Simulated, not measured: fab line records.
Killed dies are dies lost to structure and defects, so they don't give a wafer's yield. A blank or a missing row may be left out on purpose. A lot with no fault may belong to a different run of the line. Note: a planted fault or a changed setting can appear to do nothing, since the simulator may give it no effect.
Matching of chambers || flow n5-finfet || N5_BEOL_M5_ETCH_61 on rie-diel-06: 4 sister chambers
The step etches SiARC in CF4, target depth 15.6 nm, time 26 s. 20 wafers are shown with their chamber, then 10 later ones without.

EACH WAFER AND ITS CHAMBER
{"wafer": "L074.3", "chamber": 2, "showerhead-plenum-p-Torr (Torr)": 2.10, "drypump-motor-current-A (A)": 5.7, "throttle-valve-pct (%)": 16.12}
{"wafer": "L074.5", "chamber": 1, "showerhead-plenum-p-Torr (Torr)": 2.26, "drypump-motor-current-A (A)": 6.5, "throttle-valve-pct (%)": 15.46}
{"wafer": "L074.6", "chamber": 0, "showerhead-plenum-p-Torr (Torr)": 2.04, "drypump-motor-current-A (A)": 6.5, "throttle-valve-pct (%)": 15.33}
{"wafer": "L076.1", "chamber": 1, "showerhead-plenum-p-Torr (Torr)": 2.26, "drypump-motor-current-A (A)": 6.5, "throttle-valve-pct (%)": 15.48}
{"wafer": "L076.4", "chamber": 2, "showerhead-plenum-p-Torr (Torr)": 2.10, "drypump-motor-current-A (A)": 5.6, "throttle-valve-pct (%)": 16.12}
{"wafer": "L076.6", "chamber": 2, "showerhead-plenum-p-Torr (Torr)": 2.10, "drypump-motor-current-A (A)": 5.6, "throttle-valve-pct (%)": 16.12}
{"wafer": "L075.2", "chamber": 3, "showerhead-plenum-p-Torr (Torr)": 1.99, "drypump-motor-current-A (A)": 5.9, "throttle-valve-pct (%)": 15.34}
{"wafer": "L075.5", "chamber": 2, "showerhead-plenum-p-Torr (Torr)": 2.10, "drypump-motor-current-A (A)": 5.6, "throttle-valve-pct (%)": 16.13}
{"wafer": "L075.6", "chamber": 1, "showerhead-plenum-p-Torr (Torr)": 2.26, "drypump-motor-current-A (A)": 6.5, "throttle-valve-pct (%)": 15.47}
{"wafer": "L080.1", "chamber": 3, "showerhead-plenum-p-Torr (Torr)": 1.99, "drypump-motor-current-A (A)": 5.9, "throttle-valve-pct (%)": 15.35}
{"wafer": "L080.2", "chamber": 0, "showerhead-plenum-p-Torr (Torr)": 2.04, "drypump-motor-current-A (A)": 6.5, "throttle-valve-pct (%)": 15.37}
{"wafer": "L080.3", "chamber": 1, "showerhead-plenum-p-Torr (Torr)": 2.26, "drypump-motor-current-A (A)": 6.5, "throttle-valve-pct (%)": 15.47}
{"wafer": "L086.2", "chamber": 0, "showerhead-plenum-p-Torr (Torr)": 2.04, "drypump-motor-current-A (A)": 6.5, "throttle-valve-pct (%)": 15.36}
{"wafer": "L086.4", "chamber": 2, "showerhead-plenum-p-Torr (Torr)": 2.10, "drypump-motor-current-A (A)": 5.6, "throttle-valve-pct (%)": 15.64}
{"wafer": "L086.6", "chamber": 0, "showerhead-plenum-p-Torr (Torr)": 2.04, "drypump-motor-current-A (A)": 6.5, "throttle-valve-pct (%)": 15.37}
{"wafer": "L087.1", "chamber": 2, "showerhead-plenum-p-Torr (Torr)": 2.10, "drypump-motor-current-A (A)": 5.6, "throttle-valve-pct (%)": 15.65}
{"wafer": "L087.2", "chamber": 0, "showerhead-plenum-p-Torr (Torr)": 2.04, "drypump-motor-current-A (A)": 6.5, "throttle-valve-pct (%)": 15.36}
{"wafer": "L087.3", "chamber": 1, "showerhead-plenum-p-Torr (Torr)": 2.25, "drypump-motor-current-A (A)": 6.5, "throttle-valve-pct (%)": 15.52}
{"wafer": "L091.3", "chamber": 3, "showerhead-plenum-p-Torr (Torr)": 1.98, "drypump-motor-current-A (A)": 5.9, "throttle-valve-pct (%)": 15.38}
{"wafer": "L091.4", "chamber": 1, "showerhead-plenum-p-Torr (Torr)": 2.25, "drypump-motor-current-A (A)": 6.5, "throttle-valve-pct (%)": 15.53}

SIGNATURES (means of the wafers above)
{"reading": "showerhead-plenum-p-Torr", "chamber 0": 2.0400, "chamber 1": 2.2567, "chamber 2": 2.1000, "chamber 3": 1.9867, "scatter within a chamber": 0.00354}
{"reading": "drypump-motor-current-A", "chamber 0": 6.500, "chamber 1": 6.500, "chamber 2": 5.617, "chamber 3": 5.900, "scatter within a chamber": 0.0228}
{"reading": "throttle-valve-pct", "chamber 0": 15.3580, "chamber 1": 15.4883, "chamber 2": 15.9633, "chamber 3": 15.3567, "scatter within a chamber": 0.139}
Rule: a wafer's distance from a chamber is the root of the sum, over the readings, of the square of ((its reading less the chamber's mean) divided by the reading's scatter). The wafer belongs to the nearest chamber; if the next one is less than 2 further off, it can't be placed. The scatter: take each reading less its chamber's mean, square it, sum over the shown wafers, divide by the number of wafers less the number of chambers, and take the root.

WAFERS WITH NO CHAMBER GIVEN
{"wafer": "L091.6", "showerhead-plenum-p-Torr (Torr)": 2.03, "drypump-motor-current-A (A)": 6.5, "throttle-valve-pct (%)": 15.39}
{"wafer": "L092.2", "showerhead-plenum-p-Torr (Torr)": 2.03, "drypump-motor-current-A (A)": 6.5, "throttle-valve-pct (%)": 15.40}
{"wafer": "L092.4", "showerhead-plenum-p-Torr (Torr)": 2.25, "drypump-motor-current-A (A)": 6.5, "throttle-valve-pct (%)": 15.54}
{"wafer": "L092.6", "showerhead-plenum-p-Torr (Torr)": 2.03, "drypump-motor-current-A (A)": 6.5, "throttle-valve-pct (%)": 15.41}
{"wafer": "L094.1", "showerhead-plenum-p-Torr (Torr)": 1.98, "drypump-motor-current-A (A)": 5.9, "throttle-valve-pct (%)": 15.40}
{"wafer": "L094.2", "showerhead-plenum-p-Torr (Torr)": 2.09, "drypump-motor-current-A (A)": 5.6, "throttle-valve-pct (%)": 15.70}
{"wafer": "L094.3", "showerhead-plenum-p-Torr (Torr)": 2.25, "drypump-motor-current-A (A)": 6.5, "throttle-valve-pct (%)": 15.56}
{"wafer": "L096.2", "showerhead-plenum-p-Torr (Torr)": 1.98, "drypump-motor-current-A (A)": 5.9, "throttle-valve-pct (%)": 15.42}
{"wafer": "L096.3", "showerhead-plenum-p-Torr (Torr)": 2.25, "drypump-motor-current-A (A)": 6.5, "throttle-valve-pct (%)": 15.54}
{"wafer": "L096.5", "showerhead-plenum-p-Torr (Torr)": 1.98, "drypump-motor-current-A (A)": 5.9, "throttle-valve-pct (%)": 15.41}

WHICH CHAMBER EACH ONE RAN IN
{"wafer": "L091.6", "from the rows above": 0, "in truth": 0}
{"wafer": "L092.2", "from the rows above": 0, "in truth": 0}
{"wafer": "L092.4", "from the rows above": 1, "in truth": 1}
{"wafer": "L092.6", "from the rows above": 0, "in truth": 0}
{"wafer": "L094.1", "from the rows above": 3, "in truth": 3}
{"wafer": "L094.2", "from the rows above": 2, "in truth": 2}
{"wafer": "L094.3", "from the rows above": 1, "in truth": 1}
{"wafer": "L096.2", "from the rows above": 3, "in truth": 3}
{"wafer": "L096.3", "from the rows above": 1, "in truth": 1}
{"wafer": "L096.5", "from the rows above": 3, "in truth": 3}
Correct placement for 10 of the 10. Left unplaced by these rows: 0. Wrongly placed: 0.
